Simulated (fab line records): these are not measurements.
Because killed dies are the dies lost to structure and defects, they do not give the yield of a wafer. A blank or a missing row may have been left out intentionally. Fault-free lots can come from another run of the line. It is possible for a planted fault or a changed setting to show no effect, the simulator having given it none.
Matching of chambers    flow nandHarc    NHARC_THIN_TSV_CMP_21 on cmp-03 has 4 sister chambers
The step polishes, t overpolish 30 s, target thk 2000 nm. 4 wafers are shown with their chamber, then 9 later ones without.

WAFERS, EACH WITH ITS CHAMBER
wafer   chamber  motorCurrentA (A)
L706.4  2        10.5
L707.1  3        12.9
L707.2  0        11.8
L707.5  1        13.7

WAFERS WITHOUT THEIR CHAMBER
wafer   motorCurrentA (A)
L709.1  13.8
L709.3  10.5
L709.6  12.6
L711.1  12.6
L711.5  12.8
L711.6  13.6
L716.2  13.0
L716.3  13.3
L716.4  10.5

EACH ONE'S CHAMBER
wafer    from the rows above       in truth
L709.1   1                         1
L709.3   2                         2
L709.6   3                         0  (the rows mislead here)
L711.1   3                         3
L711.5   3                         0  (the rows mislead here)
L711.6   1                         1
L716.2   3                         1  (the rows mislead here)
L716.3   can't be placed: 1 or 3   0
L716.4   2                         2
Correctly placed: 5 of 9. Cannot be placed on the basis of these rows: 1; the candidates contain the true chamber in 0. Wrongly placed: 3.
How it was worked out, from the rows above alone: a wafer's distance from a chamber is the root of the sum, over the readings, of the square of ((its reading less the chamber's mean) divided by the reading's scatter). The wafer belongs to the nearest chamber; if the next one is less than 2 further off, it can't be placed. The mean given for a chamber averages the wafers shown for that chamber. The scatter: root of mean squared gap, hidden wafer to nearest shown wafer, with one shown wafer a chamber.
